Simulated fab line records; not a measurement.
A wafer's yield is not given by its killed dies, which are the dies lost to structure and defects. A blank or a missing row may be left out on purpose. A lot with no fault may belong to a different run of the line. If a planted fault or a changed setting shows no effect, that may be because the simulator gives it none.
Split-lot trial | flow n5Finfet | 7 lots, 21 wafers read, on a route of 1938 steps

SPLIT DETAILS
At N5_PMOS_HMC_CHANNEL_EPI_PEB_07 (peb time 60 s), the setting pebTempC was moved away from the recipe's 110 C on 7 of the 21 wafers read, by -1.6% to +2.5%. This setting was run at the recipe's value on the other wafers.

FROM SPLIT TO READING: 1 step shown by the file between the two
- N5_PMOS_HMC_CHANNEL_EPI_DEVELOP_08: develop time 30 s

THE READING
cdNm at N5_PMOS_HMC_CHANNEL_EPI_CD_MEAS_09, given in nm (cd target 237.4 nm). On this fab line, fault-free wafers typically give 238.0 nm with a standard deviation of 0.94 nm.

wafer  | tool, chamber at the split | pebTempC as run, C | against the recipe | cdNm, nm | against lot-mates on the recipe
L076.1 | lithoTrack-03, 0           | 110                | recipe             | 237.2    | -
L076.2 | lithoTrack-03, 0           | 110                | recipe             | 235.5    | -
L076.6 | lithoTrack-03, 0           | 108.2              | -1.6%              | 231.9    | -4.4
L080.1 | lithoTrack-05, 0           | 110                | recipe             | 239.2    | -
L080.2 | lithoTrack-05, 0           | 110                | recipe             | 239.8    | -
L080.4 | lithoTrack-05, 0           | 112.5              | +2.3%              | 244.7    | +5.2
L082.1 | lithoTrack-02, 0           | 109                | -0.9%              | 240.1    | -4.3
L082.2 | lithoTrack-02, 0           | 110                | recipe             | 244.4    | -
L082.6 | lithoTrack-02, 0           | 109                | -0.9%              | 239.8    | -4.6
L084.2 | lithoTrack-05, 0           | 111.8              | +1.6%              | 243.4    | +8.6
L084.3 | lithoTrack-05, 0           | 111.8              | +1.6%              | 240.6    | +5.8
L084.5 | lithoTrack-05, 0           | 110                | recipe             | 234.8    | -
L089.2 | lithoTrack-03, 0           | 110                | recipe             | 238.0    | -
L089.5 | lithoTrack-03, 0           | 110                | recipe             | 237.9    | -
L089.6 | lithoTrack-03, 0           | 112.8              | +2.5%              | 245.7    | +7.8
L093.2 | lithoTrack-05, 0           | 110                | recipe             | 237.8    | -
L093.3 | lithoTrack-05, 0           | 110                | recipe             | 238.4    | -
L093.4 | lithoTrack-05, 0           | 110                | recipe             | 238.4    | -
L095.4 | lithoTrack-03, 0           | 110                | recipe             | 238.4    | -
L095.5 | lithoTrack-03, 0           | 110                | recipe             | 239.2    | -
L095.6 | lithoTrack-03, 0           | 110                | recipe             | 242.7    | -

THE FIT
A straight line over all 21 wafers: cdNm changes by +2.35 nm for each +1% of pebTempC; r = +0.70; the points scatter about the line by 2.5 nm.
The same after taking each lot's own level away (the mean of its wafers on the recipe; 21 wafers): +3.32 nm for each +1%; r = +0.93; scatter 1.3 nm.
According to that fit, moving pebTempC by its largest amount changes the reading by 8.4 nm.
Across the lots, their own levels run from 234.80 to 244.40 nm, a range of 10.2 times the standard deviation given above.
So the lot-to-lot level blurs the effect unless lot-mates are compared.
Check: for one of the wafers moved furthest among these (+2.5%), held out of the fit, the line's prediction against its lot-mates is +8.67 nm. It came out at +7.75 nm against them.

OTHER SPLITS ON THESE WAFERS
These wafers also went through other splits before the reading. Each is held against what the fit with the lots' levels taken away leaves over:
other split on the same wafers           | wafers away from the commonest value | r with cdNm (lot level and that fit taken away)
N5_WELL_APT_COAT_19 spinRpm              | 5                                    | +0.27
N5_WELL_APT_EXPOSE_22 doseMj             | 7                                    | -0.02
N5_PMOS_HMC_CHANNEL_EPI_EXPOSE_06 doseMj | 7                                    | -0.04

THE WHOLE CHAIN: every reading that the file lists as answering this split, in the file's order
step                                  | what it does                                                           | reading                                                                    | change (the file's fit)                                                                            | r (the file's)
N5_PMOS_HMC_CHANNEL_EPI_CD_MEAS_09    | target cd 237.4 nm                                                     | cdNm                                                                       | +3.07 nm for each +1% of the setting                                                               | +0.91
N5_PMOS_HMC_CHANNEL_EPI_DESCUM_14     | chemistry O2, time 7.9 s                                               | PMOS_HMC_CHANNEL_EPI.cdNm (the simulator's own value, which no gauge read) | +3.05 nm for each +1% of the setting                                                               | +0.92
N5_PMOS_HMC_CHANNEL_EPI_ETCH_32       | etches BARC in N2/H2, stops on SiO2, target depth 85.8 nm, time 50.3 s | PMOS_HMC_CHANNEL_EPI.cdNm (the simulator's own value, which no gauge read) | +3.13 nm for each +1% of the setting                                                               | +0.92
N5_PMOS_HMC_CHANNEL_EPI_HM_OPEN_15    | chemistry CHF3/O2, target SiO2, target depth 40.6 nm, time 20.3 s      | PMOS_HMC_CHANNEL_EPI.cdNm (the simulator's own value, which no gauge read) | +3.08 nm for each +1% of the setting, in a fit together with doseMj@PMOS_HMC_CHANNEL_EPI_EXPOSE_06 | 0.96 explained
N5_PMOS_HMC_CHANNEL_EPI_ETCH_38       | etches SiO2 in CF4, target depth 1.5 nm                                | PMOS_HMC_CHANNEL_EPI.cdNm (the simulator's own value, which no gauge read) | +3.09 nm for each +1% of the setting, in a fit together with doseMj@PMOS_HMC_CHANNEL_EPI_EXPOSE_06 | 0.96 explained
N5_PMOS_HMC_CHANNEL_EPI_FIN_RECESS_16 | chemistry HBr/Cl2, target Si, target depth 54 nm, time 18 s            | PMOS_HMC_CHANNEL_EPI.cdNm (the simulator's own value, which no gauge read) | +3.11 nm for each +1% of the setting, in a fit together with doseMj@PMOS_HMC_CHANNEL_EPI_EXPOSE_06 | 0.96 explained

FILE'S OWN FIT
cdNm changes by +3.07 nm for each +1% of pebTempC, r = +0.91.
